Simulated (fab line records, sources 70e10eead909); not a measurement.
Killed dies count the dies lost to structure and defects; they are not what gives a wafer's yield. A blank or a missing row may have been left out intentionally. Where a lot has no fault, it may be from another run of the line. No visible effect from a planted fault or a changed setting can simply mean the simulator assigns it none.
fab line records | flow nandHarc
[record] lots = 24 wafers = 72 lastDay = 33
route steps=1302 shown P_M1@297 P_M2@328
lots untouched by any fault: they come from a run of this same line in which no faults occurred
startH: start of the lot's first displayed wafer, in hours after the record's first day | waitH: how many hours have passed since the lot's step before this one | " unchanged from the row above | L1.1+2: a single row standing in for several wafers | - no value, or no start given | * or withheld: withheld | < > ~ a bound
route shown NAME@n: names a module that has steps shown in the file, with the first one's number in the route | usual: mean/standard deviation taken from wafers without a fault | same: alike in all rows | chamber/n: place in a boat | sites: readings site by site | _std_site: standard deviation of those values | _edge_site: the outer-site mean with the inner-site mean subtracted | radiusMm: how far each site lies from the wafer's centre | mask NAME#n: copy n | behind: tool/chamber where the wafer was last shaped | hold: what put the lot on hold/how long, in hours/how the hold closed | device: the transistor (n, p or np) that didn't switch | end of line: the route-end tests of the same wafers | a step with no rows: only its recipe | killed: count of dies lost to structure and defects at first sort (not the wafer's yield) | map: a wafer's dies, x killed, . not, _ none there
set.NAME: the run value of the setting; set.NAME@STEP: its run value at that earlier step | model.NAME: the simulator's own value behind a step, which no gauge read
a sample of lots followed through the steps of the route, with each step as a table and each wafer as a row
services: the hour from which a tool's chamber was out of use, counted from the record's first day as startH (under 0 if before that day), plus the number of hours and why
[[steps]]
[step NHARC_P_M1_INSPECT_11]
[usual] rawDefectCount = 4.2/2.3
// columns lot.wafer tool chamber startH waitH rawDefectCount
L074.1 defectInspect-02 - 128.32 0.0 6
L074.2 " - " " 10
L074.5 " - " " 0
L075.1 defectInspect-01 - 134.23 0.0 9
L075.2 " - " " 8
L075.3 " - " " 6
L076.1 defectInspect-02 - 140.53 0.0 0
L076.4 " - " " 7
L076.5 " - " " 6
L077.2 defectInspect-01 - 150.62 0.0 7
L077.5 " - " " 3
L077.6 " - " " 4
L078.1 defectInspect-01 - 164.59 0.0 3
L078.3 " - " " 3
L078.5 " - " " 7
L079.2 defectInspect-02 - 172.50 0.0 3
L079.4 " - " " 5
L079.5 " - " " 3
L080.2 defectInspect-01 - 183.43 0.0 2
L080.4 " - " " 3
L080.5 " - " " 2
L081.2 defectInspect-02 - 198.29 0.0 6
L081.3 " - " " 8
L081.6 " - " " 13
L082.2 defectInspect-02 - 221.00 0.0 5
L082.3 " - " " 2
L082.4 " - " " 3
L083.2 defectInspect-02 - 221.45 0.0 1
L083.4 " - " " 2
L083.6 " - " " 3
L084.3 defectInspect-01 - 222.56 0.0 1
L084.4 " - " " 2
L084.5 " - " " 2
L085.1 defectInspect-01 - 237.19 0.0 2
L085.5 " - " " 3
L085.6 " - " " 1
L086.1 defectInspect-02 - 242.45 0.0 3
L086.4 " - " " 3
L086.5 " - " " 4
L087.1 defectInspect-02 - 261.78 0.0 1
L087.4 " - " " 3
L087.6 " - " " 4
L089.1 defectInspect-02 - 272.24 0.0 4
L089.4 " - " " 2
L089.6 " - " " 4
L088.1 defectInspect-02 - 275.04 0.0 7
L088.2 " - " " 7
L088.4 " - " " 9
L090.1 defectInspect-02 - 285.97 0.0 4
L090.4 " - " " 5
L090.5 " - " " 5
L091.1 defectInspect-02 - 294.64 0.0 5
L091.4 " - " " 1
L091.6 " - " " 6
L093.1 defectInspect-01 - 310.52 0.0 5
L093.5 " - " " 4
L093.6 " - " " 4
L092.4 defectInspect-02 - 311.01 0.0 5
L092.5 " - " " 5
L092.6 " - " " 6
L094.1 defectInspect-01 - 331.11 0.0 7
L094.4 " - " " 7
L094.5 " - " " 5
L095.1 defectInspect-02 - 341.57 0.0 4
L095.2 " - " " 6
L095.4 " - " " 5
L097.2 defectInspect-02 - 356.24 0.0 5
L097.5 " - " " 6
L097.6 " - " " 6
L096.2 defectInspect-01 - 356.98 0.0 1
L096.4 " - " " 4
L096.6 " - " " 5
[step NHARC_P_M1_PRE_CLEAN_30]
[recipe] timeS = 30 tempC = 280 gas = H2/He
[usual] heaterPowerW = 406/43
// columns lot.wafer tool chamber startH waitH heaterPowerW
L074.2 pvdSputter-03 - - - 328
L074.1 " - " " 398
L074.5 " - " " 427
L075.2 pvdSputter-02 - - - 375
L075.1 " - " " 472
L075.3 " - " " 416
L076.1 pvdSputter-01 - - - 458
L076.4 " - " " 347
L076.5 " - " " 411
L077.2 pvdSputter-02 - - - 428
L077.5 " - " " 466
L077.6 " - " " 386
L078.3 pvdSputter-01 - - - 342
L078.1 " - " " 401
L078.5 " - " " 426
L079.4 pvdSputter-02 - - - 477
L079.2 " - " " 405
L079.5 " - " " 372
L080.4 pvdSputter-02 - - - 381
L080.2 " - " " 381
L080.5 " - " " 477
L081.2 pvdSputter-01 - - - 409
L081.3 " - " " 453
L081.6 " - " " 402
L082.2 pvdSputter-03 - - - 321
L082.3 " - " " 397
L082.4 " - " " 414
L083.2 pvdSputter-01 - - - 404
L083.4 " - " " 416
L083.6 " - " " 405
L084.4 pvdSputter-01 - - - 341
L084.3 " - " " 399
L084.5 " - " " 428
L085.1 pvdSputter-01 - - - 424
L085.6 " - " " 451
L085.5 " - " " 416
L086.1 pvdSputter-01 - - - 377
L086.4 " - " " 438
L086.5 " - " " 382
L087.4 pvdSputter-02 - - - 368
L087.1 " - " " 382
L087.6 " - " " 372
L089.1 pvdSputter-03 - - - 416
L089.4 " - " " 401
L089.6 " - " " 393
L088.2 pvdSputter-01 - - - 448
L088.4 " - " " 418
L088.1 " - " " 385
L090.4 pvdSputter-03 - - - 396
L090.1 " - " " 331
L090.5 " - " " 398
L091.1 pvdSputter-03 - - - 398
L091.4 " - " " 325
L091.6 " - " " 397
L093.1 pvdSputter-02 - - - 376
L093.6 " - " " 395
L093.5 " - " " 446
L092.4 pvdSputter-01 - - - 434
L092.5 " - " " 383
L092.6 " - " " 436
L094.1 pvdSputter-02 - - - 442
L094.4 " - " " 360
L094.5 " - " " 503
L095.4 pvdSputter-03 - - - 327
L095.2 " - " " 394
L095.1 " - " " 408
L097.2 pvdSputter-02 - - - 493
L097.6 " - " " 496
L097.5 " - " " 396
L096.2 pvdSputter-01 - - - 346
L096.4 " - " " 419
L096.6 " - " " 345
[step NHARC_P_M1_PVD_21]
[recipe] targetThkA = 300 chamberPressurePa = 5 powerW = 5000 substrateTempC = 30 timeS = 20.49 material = Cu
[usual] substrateTempC = 30.00/0.1 throttleValvePct = 30.1/0.79
// columns lot.wafer tool chamber startH waitH substrateTempC throttleValvePct
L074.2 pvdSputter-03 - - - 29.91 30.5
L074.1 " - " " 29.99 31.0
L074.5 " - " " 30.08 31.5
L075.3 pvdSputter-02 - - - 29.96 29.5
L075.1 " - " " 30.00 30.0
L075.2 " - " " 30.21 30.3
L076.1 pvdSputter-01 - - - 30.10 29.0
L076.4 " - " " 30.08 29.6
L076.5 " - " " 29.87 28.9
L077.2 pvdSputter-02 - - - 30.15 31.0
L077.6 " - " " 30.01 29.4
L077.5 " - " " 29.96 30.4
L078.1 pvdSputter-01 - - - 30.14 29.0
L078.3 " - " " 30.19 30.0
L078.5 " - " " 30.03 29.6
L079.2 pvdSputter-02 - - - 30.00 29.4
L079.4 " - " " 29.98 30.5
L079.5 " - " " 29.99 30.3
L080.2 pvdSputter-02 - - - 29.95 30.4
L080.4 " - " " 30.03 29.4
L080.5 " - " " 29.96 31.1
L081.3 pvdSputter-01 - - - 29.98 29.2
L081.2 " - " " 30.07 29.6
L081.6 " - " " 29.97 29.0
L082.3 pvdSputter-03 - - - 30.10 30.0
L082.2 " - " " 29.91 30.5
L082.4 " - " " 29.95 30.2
L083.2 pvdSputter-01 - - - 30.05 29.5
L083.4 " - " " 29.84 29.1
L083.6 " - " " 29.88 29.5
L084.3 pvdSputter-01 - - - 29.98 29.8
L084.4 " - " " 29.99 29.2
L084.5 " - " " 29.97 29.5
L085.1 pvdSputter-01 - - - 29.85 28.8
L085.5 " - " " 30.03 30.0
L085.6 " - " " 29.89 29.0
L086.1 pvdSputter-03 - 243.75 - 29.90 30.0
L086.4 " - " " 29.94 30.7
L086.5 " - " " 30.01 30.6
L087.4 pvdSputter-02 - - - 30.13 30.7
L087.1 " - " " 29.99 29.6
L087.6 " - " " 30.13 30.3
L089.1 pvdSputter-03 - - - 29.92 30.5
L089.4 " - " " 29.95 31.6
L089.6 " - " " 30.08 31.8
L088.2 pvdSputter-01 - - - 29.93 29.5
L088.1 " - " " 29.86 28.7
L088.4 " - " " 30.08 29.5
L090.1 pvdSputter-03 - - - 29.99 30.0
L090.4 " - " " 29.95 31.7
L090.5 " - " " 30.19 30.4
L091.1 pvdSputter-03 - - - 30.14 31.7
L091.4 " - " " 30.22 30.3
L091.6 " - " " 30.11 30.7
L093.1 pvdSputter-02 - - - 29.81 29.7
L093.5 " - " " 30.20 29.8
L093.6 " - " " 29.84 30.2
L092.4 pvdSputter-01 - - - 29.96 29.7
L092.5 " - " " 30.01 29.7
L092.6 " - " " 29.84 29.7
L094.4 pvdSputter-02 - - - 30.12 31.1
L094.1 " - " " 29.95 29.7
L094.5 " - " " 29.87 30.5
L095.2 pvdSputter-03 - - - 30.05 31.1
L095.4 " - " " 30.01 30.2
L095.1 " - " " 29.86 30.2
L097.2 pvdSputter-02 - - - 30.02 29.3
L097.5 " - " " 30.06 30.4
L097.6 " - " " 29.99 31.2
L096.4 pvdSputter-01 - - - 29.97 29.5
L096.2 " - " " 30.10 29.1
L096.6 " - " " 30.17 28.9
[step NHARC_P_M2_CD_MEAS_09]
[recipe] targetCdNm = 170 landingEnergyEv = 500
[usual] cdNm = 169.8/0.51
// columns lot.wafer tool chamber startH waitH cdNm
L074.1 cdSem-01 0 132.89 - 170.5
L074.2 " 0 " " 170.4
L074.5 " 0 " " 170.2
L075.1 cdSem-01 0 138.20 - 169.7
L075.2 " 0 " " 170.1
L075.3 " 0 " " 170.2
L076.1 cdSem-03 0 144.47 - 169.6
L076.4 " 0 " " 169.1
L076.5 " 0 " " 169.1
L077.2 cdSem-02 0 154.76 - 169.6
L077.5 " 0 " " 169.9
L077.6 " 0 " " 169.6
L078.1 cdSem-03 0 168.63 - 169.6
L078.3 " 0 " " 169.2
L078.5 " 0 " " 169.3
L079.2 cdSem-01 0 176.89 - 170.6
L079.4 " 0 " " 170.1
L079.5 " 0 " " 170.4
L080.2 cdSem-01 0 187.37 - 169.5
L080.4 " 0 " " 169.5
L080.5 " 0 " " 169.7
L081.2 cdSem-01 0 202.34 - 169.3
L081.3 " 0 " " 168.8
L081.6 " 0 " " 168.9
L082.2 cdSem-02 0 224.97 - 170.3
L082.3 " 0 " " 169.8
L082.4 " 0 " " 170.1
L083.2 cdSem-01 0 225.77 - 170.3
L083.4 " 0 " " 170.7
L083.6 " 0 " " 170.1
L084.3 cdSem-03 0 226.64 - 170.0
L084.4 " 0 " " 169.6
L084.5 " 0 " " 169.7
L085.1 cdSem-03 0 241.18 - 169.1
L085.5 " 0 " " 169.3
L085.6 " 0 " " 169.3
L086.1 cdSem-01 0 246.48 - 170.4
L086.4 " 0 " " 170.2
L086.5 " 0 " " 169.9
L087.1 cdSem-02 0 265.69 - 169.4
L087.4 " 0 " " 169.6
L087.6 " 0 " " 169.6
L089.1 cdSem-02 0 276.32 - 169.5
L089.4 " 0 " " 169.5
L089.6 " 0 " " 169.6
L088.1 cdSem-01 0 278.95 - 170.0
L088.2 " 0 " " 170.3
L088.4 " 0 " " 170.2
L090.1 cdSem-01 0 290.03 - 169.7
L090.4 " 0 " " 169.2
L090.5 " 0 " " 168.9
L091.1 cdSem-03 0 298.58 - 169.1
L091.4 " 0 " " 169.6
L091.6 " 0 " " 170.1
L093.1 cdSem-02 0 314.61 - 169.6
L093.5 " 0 " " 169.3
L093.6 " 0 " " 170.5
L092.4 cdSem-03 0 315.26 - 170.5
L092.5 " 0 " " 170.4
L092.6 " 0 " " 170.2
L094.1 cdSem-01 0 335.01 - 169.6
L094.4 " 0 " " 170.5
L094.5 " 0 " " 171.1
L095.1 cdSem-01 0 345.46 - 170.3
L095.2 " 0 " " 169.5
L095.4 " 0 " " 170.7
L097.2 cdSem-02 0 360.15 - 170.3
L097.5 " 0 " " 170.0
L097.6 " 0 " " 169.8
L096.2 cdSem-03 0 361.54 - 169.9
L096.4 " 0 " " 169.2
L096.6 " 0 " " 168.8
[step NHARC_P_M2_PVD_21]
[recipe] targetThkA = 300 chamberPressurePa = 5 powerW = 5000 substrateTempC = 30 timeS = 20.49 material = Cu
[usual] substrateTempC = 30.00/0.11 throttleValvePct = 30.1/0.78
// columns lot.wafer tool chamber startH waitH substrateTempC throttleValvePct
L074.2 pvdSputter-03 - - - 29.97 30.4
L074.1 " - " " 29.66 30.3
L074.5 " - " " 29.84 31.6
L075.3 pvdSputter-01 - - - 29.86 29.7
L075.2 " - " " 29.72 28.9
L075.1 " - " " 29.99 29.1
L076.1 pvdSputter-02 - - - 30.14 29.4
L076.4 " - " " 30.09 30.7
L076.5 " - " " 30.13 30.3
L077.2 pvdSputter-01 - - - 30.15 29.1
L077.6 " - " " 30.08 28.8
L077.5 " - " " 30.02 29.1
L078.1 pvdSputter-02 - - - 30.05 30.3
L078.3 " - " " 29.78 31.0
L078.5 " - " " 30.05 31.0
L079.4 pvdSputter-01 - - - 30.28 29.7
L079.2 " - " " 29.88 29.2
L079.5 " - " " 30.04 29.1
L080.4 pvdSputter-02 - - - 30.01 30.3
L080.2 " - " " 30.03 31.0
L080.5 " - " " 29.84 29.5
L081.2 pvdSputter-01 - - - 30.19 29.7
L081.3 " - " " 30.05 29.1
L081.6 " - " " 30.07 29.1
L082.2 pvdSputter-03 - - - 30.02 30.5
L082.4 " - " " 30.11 30.6
L082.3 " - " " 29.99 31.2
L083.4 pvdSputter-03 - - - 29.96 30.6
L083.2 " - " " 30.17 29.8
L083.6 " - " " 30.16 29.9
L084.4 pvdSputter-02 - - - 30.00 29.1
L084.3 " - " " 30.17 30.1
L084.5 " - " " 30.03 29.7
L085.1 pvdSputter-02 - - - 30.01 30.3
L085.6 " - " " 30.16 30.1
L085.5 " - " " 30.13 30.9
L086.1 pvdSputter-02 - - - 29.91 30.8
L086.4 " - " " 29.96 30.3
L086.5 " - " " 30.08 30.4
L087.4 pvdSputter-03 - - - 30.01 30.0
L087.1 " - " " 30.06 30.7
L087.6 " - " " 29.99 30.1
L089.1 pvdSputter-02 - - - 30.10 31.0
L089.4 " - " " 29.81 30.5
L089.6 " - " " 30.10 31.0
L088.4 pvdSputter-01 - - - 30.10 29.4
L088.1 " - " " 29.94 29.1
L088.2 " - " " 30.15 28.6
L090.1 pvdSputter-03 - - - 30.02 30.9
L090.4 " - " " 29.99 31.6
L090.5 " - " " 30.04 31.5
L091.1 pvdSputter-03 - - - 29.88 30.0
L091.4 " - " " 29.89 30.6
L091.6 " - " " 30.17 29.6
L093.1 pvdSputter-03 - - - 30.11 31.5
L093.5 " - " " 30.07 31.6
L093.6 " - " " 30.01 30.5
L092.4 pvdSputter-01 - - - 29.90 29.8
L092.6 " - " " 29.81 28.6
L092.5 " - " " 29.94 29.7
L094.4 pvdSputter-02 - - - 29.81 29.6
L094.1 " - " " 29.91 30.3
L094.5 " - " " 30.07 29.6
L095.2 pvdSputter-01 - - - 30.06 28.8
L095.1 " - " " 30.00 29.7
L095.4 " - " " 30.08 29.5
L097.2 pvdSputter-02 - - - 29.86 30.5
L097.5 " - " " 30.04 30.7
L097.6 " - " " 29.85 31.2
L096.2 pvdSputter-03 - - - 29.86 30.0
L096.4 " - " " 29.96 30.6
L096.6 " - " " 29.96 31.8
[step NHARC_P_M2_THK_MEAS_24]
[recipe] thkMeasGauge = xrf
[usual] thkNm = 144.5/1.5
// columns lot.wafer tool chamber startH waitH thkNm
L074.1 filmMetro-01 - 135.52 - 146.6
L074.2 " - " " 145.6
L074.5 " - " " 144.3
L075.1 filmMetro-01 - 140.80 - 142.7
L075.2 " - " " 144.3
L075.3 " - " " 141.9
L076.1 filmMetro-02 - 147.07 - 145.3
L076.4 " - " " 144.9
L076.5 " - " " 146.0
L077.2 filmMetro-02 - 157.36 - 142.9
L077.5 " - " " 143.8
L077.6 " - " " 145.1
L078.1 filmMetro-02 - 171.23 - 144.2
L078.3 " - " " 146.1
L078.5 " - " " 145.6
L079.2 filmMetro-02 - 179.51 - 144.1
L079.4 " - " " 144.4
L079.5 " - " " 141.5
L080.2 filmMetro-01 - 189.97 - 142.8
L080.4 " - " " 141.9
L080.5 " - " " 145.1
L081.2 filmMetro-01 - 204.93 - 146.2
L081.3 " - " " 144.8
L081.6 " - " " 146.5
L082.2 filmMetro-01 - 227.58 - 144.1
L082.3 " - " " 144.7
L082.4 " - " " 144.3
L083.2 filmMetro-01 - 228.37 - 144.0
L083.4 " - " " 144.8
L083.6 " - " " 143.4
L084.3 filmMetro-01 - 229.28 - 145.4
L084.4 " - " " 146.8
L084.5 " - " " 149.1
L085.1 filmMetro-01 - 243.79 - 145.7
L085.5 " - " " 144.7
L085.6 " - " " 144.3
L086.1 filmMetro-01 - 249.12 - 144.0
L086.4 " - " " 145.3
L086.5 " - " " 144.4
L087.1 filmMetro-02 - 268.38 - 143.9
L087.4 " - " " 144.9
L087.6 " - " " 145.2
L089.1 filmMetro-02 - 278.92 - 146.0
L089.4 " - " " 146.4
L089.6 " - " " 145.5
L088.1 filmMetro-02 - 281.59 - 147.0
L088.2 " - " " 146.5
L088.4 " - " " 146.7
L090.1 filmMetro-02 - 292.62 - 144.1
L090.4 " - " " 144.0
L090.5 " - " " 144.1
L091.1 filmMetro-02 - 301.35 - 142.8
L091.4 " - " " 144.0
L091.6 " - " " 143.6
L093.1 filmMetro-02 - 317.22 - 142.3
L093.5 " - " " 144.3
L093.6 " - " " 144.6
L092.4 filmMetro-01 - 317.85 - 143.6
L092.5 " - " " 145.8
L092.6 " - " " 143.2
L094.1 filmMetro-01 - 337.61 - 141.9
L094.4 " - " " 144.6
L094.5 " - " " 143.8
L095.1 filmMetro-02 - 348.07 - 142.6
L095.2 " - " " 144.6
L095.4 " - " " 146.3
L097.2 filmMetro-01 - 362.74 - 143.9
L097.5 " - " " 145.7
L097.6 " - " " 143.1
L096.2 filmMetro-02 - 364.46 - 143.2
L096.4 " - " " 144.4
L096.6 " - " " 143.0
[[services]]
// columns tool chamber startH hours kind
pvdSputter-02 - 138.90 4.1 repair
pvdSputter-01 - 156.58 5.9 repair
pvdSputter-03 - 168.54 2.1 repair
pvdSputter-01 - 169.99 3.9 repair
pvdSputter-01 - 180.12 8.5 repair
pvdSputter-01 - 226.00 10.0 pm
pvdSputter-01 - 243.73 0.8 repair
pvdSputter-02 - 282.00 10.0 pm
pvdSputter-03 - 335.52 4.4 repair
pvdSputter-03 - 348.63 10.0 pm
pvdSputter-01 - 362.15 6.2 repair
[[key]]
fault none
